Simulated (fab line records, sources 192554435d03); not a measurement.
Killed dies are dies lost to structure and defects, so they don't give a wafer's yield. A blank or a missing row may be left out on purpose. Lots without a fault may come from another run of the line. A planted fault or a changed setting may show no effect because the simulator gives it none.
Chamber matching | flow n5_finfet | N5_HKMG_FIN_ALD_21 on ald_metal-02: 4 sister chambers
The step deposits TiN, target thk 1.5 nm, pulse time 1 s, purge time 3 s. 22 wafers are shown with their chamber, then 11 later ones without.

WAFERS WITH THEIR CHAMBER
wafer  | chamber | heater_power_w (W) | precursor_pulse_height_rel
L074.1 | 2       | 874                | 1.040
L074.4 | 0       | 1037               | 0.976
L074.6 | 2       | 890                | 0.983
L075.1 | 0       | 1025               | 1.026
L075.2 | 1       | 946                | 1.003
L075.6 | 3       | 879                | 0.985
L078.2 | 1       | 953                | 0.999
L078.3 | 2       | 865                | 0.969
L078.6 | 0       | 1018               | 1.015
L077.4 | 1       | 963                | 0.976
L077.5 | 2       | 869                | 1.020
L077.6 | 3       | 860                | 1.016
L080.2 | 0       | 1023               | 0.961
L080.4 | 2       | 895                | 1.008
L080.5 | 2       | 850                | 0.991
L083.2 | 3       | 873                | 0.962
L083.3 | 0       | 1032               | 0.987
L083.6 | 2       | 878                | 0.972
L084.1 | 0       | 1017               | 0.974
L084.3 | 2       | 897                | 1.009
L084.4 | 1       | 943                | 0.997
L085.1 | 0       | 1026               | 0.997

SIGNATURES (means of the wafers above)
reading                    | chamber 0 | chamber 1 | chamber 2 | chamber 3 | scatter within a chamber
heater_power_w             | 1025.43   | 951.25    | 877.25    | 870.67    | 12
precursor_pulse_height_rel | 0.99086   | 0.99375   | 0.99900   | 0.98767   | 0.0229
Rule: a wafer's distance from a chamber is the root of the sum, over the readings, of the square of ((its reading less the chamber's mean) divided by the reading's scatter). The wafer belongs to the nearest chamber; if the next one is less than 2 further off, it can't be placed. The scatter: the root of (the sum of the squares of (reading less its chamber's mean) over the shown wafers, divided by (wafers less chambers)).

WAFERS WITHOUT THEIR CHAMBER
wafer  | heater_power_w (W) | precursor_pulse_height_rel
L085.4 | 844                | 1.014
L085.6 | 1004               | 1.018
L087.1 | 1025               | 0.995
L087.2 | 893                | 1.001
L087.5 | 889                | 0.999
L091.2 | 971                | 0.987
L091.5 | 877                | 1.029
L091.6 | 1016               | 0.971
L097.1 | 1035               | 1.016
L097.5 | 879                | 0.994
L097.6 | 1034               | 1.000

WHICH CHAMBER EACH WENT THROUGH
wafer  | from the rows above     | in truth
L085.4 | can't be placed: 3 or 2 | 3
L085.6 | 0                       | 0
L087.1 | 0                       | 0
L087.2 | can't be placed: 2 or 3 | 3
L087.5 | can't be placed: 2 or 3 | 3
L091.2 | 1                       | 1
L091.5 | can't be placed: 2 or 3 | 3
L091.6 | 0                       | 0
L097.1 | 0                       | 0
L097.5 | can't be placed: 2 or 3 | 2
L097.6 | 0                       | 0
Placed correctly: 6 of 11. Can't be placed from these rows: 5 (the true chamber is among the candidates in 5). Placed wrongly: 0.
